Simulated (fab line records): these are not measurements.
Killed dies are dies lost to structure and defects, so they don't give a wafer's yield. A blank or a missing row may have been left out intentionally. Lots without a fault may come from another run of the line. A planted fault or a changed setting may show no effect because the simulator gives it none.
Chamber matching    flow n5Finfet    3 sister chambers for N5_BEOL_M8_CURE_75 on uvCure-01
The step cures SiCOH lowk, time 120 s. 3 wafers are shown with their chamber, then 9 later ones without.

## EACH WAFER AND ITS CHAMBER
wafer   chamber  wafer_temp_C_max
L079.6  1        370.9
L078.5  2        372.0
L086.6  0        371.3

## WAFERS WITH NO CHAMBER GIVEN
wafer   wafer_temp_C_max
L088.2  372.4
L088.5  371.6
L088.6  371.7
L087.1  371.0
L087.2  371.0
L087.3  370.7
L092.2  371.2
L092.4  371.3
L092.5  371.5

## WHICH CHAMBER EACH ONE RAN IN
wafer   from the rows above           in truth
L088.2  2                             2
L088.5  can't be placed: 0 or 2 or 1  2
L088.6  can't be placed: 2 or 0       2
L087.1  can't be placed: 1 or 0       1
L087.2  can't be placed: 1 or 0       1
L087.3  can't be placed: 1 or 0       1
L092.2  can't be placed: 0 or 1       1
L092.4  can't be placed: 0 or 1       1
L092.5  can't be placed: 0 or 2 or 1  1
Correctly placed: 1 of 9. Unplaceable from these rows: 8, with the true chamber sitting among the candidates in 8. 0 placed wrongly.
How it was worked out, from the rows above alone: a wafer's distance from a chamber is the root of the sum, over the readings, of the square of ((its reading less the chamber's mean) divided by the reading's scatter). If the next closest chamber is less than 2 further off than the closest, the wafer can't be placed; otherwise it belongs to the closest. Each chamber's mean is taken over the wafers shown for it. The scatter: root of mean squared gap, hidden wafer to nearest shown wafer, with one shown wafer a chamber.
